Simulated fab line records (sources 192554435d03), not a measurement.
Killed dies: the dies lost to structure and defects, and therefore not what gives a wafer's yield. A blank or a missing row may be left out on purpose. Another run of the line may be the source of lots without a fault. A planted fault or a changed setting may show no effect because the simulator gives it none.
Chamber matching | flow n5-finfet | N5_HKMG_FIN_STRIP_34 on rie-diel-05: 4 sister chambers
The step strips in CF4. 4 wafers are shown with their chamber, then 7 later ones without.

## WAFERS, EACH WITH ITS CHAMBER
wafer  | chamber | drypump-motor-current-A (A)
L088.4 | 1       | 5.6
L088.5 | 0       | 5.4
L092.1 | 3       | 5.1
L092.3 | 2       | 5.1

## WAFERS WITHOUT THEIR CHAMBER
wafer  | drypump-motor-current-A (A)
L092.4 | 5.6
L095.1 | 5.4
L095.4 | 5.1
L095.6 | 5.4
L097.2 | 5.4
L097.5 | 5.2
L097.6 | 5.1

## WHICH CHAMBER EACH WENT THROUGH
wafer  | from the rows above     | in truth
L092.4 | 1                       | 1
L095.1 | 0                       | 0
L095.4 | can't be placed: 2 or 3 | 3
L095.6 | 0                       | 0
L097.2 | 0                       | 0
L097.5 | can't be placed: 2 or 3 | 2
L097.6 | can't be placed: 2 or 3 | 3
Placed correctly: 4 of 7. These rows do not allow placing 3 (true chamber among the candidates in 3). 0 placed wrongly.
How it was worked out, from the rows above alone: a wafer's distance from a chamber is the root of the sum, over the readings, of the square of ((its reading less the chamber's mean) divided by the reading's scatter). The wafer belongs to the nearest chamber; if the next one is less than 2 further off, it can't be placed. A chamber's mean is the mean of its shown wafers. The scatter: root of mean squared gap, hidden wafer to nearest shown wafer, with one shown wafer a chamber.
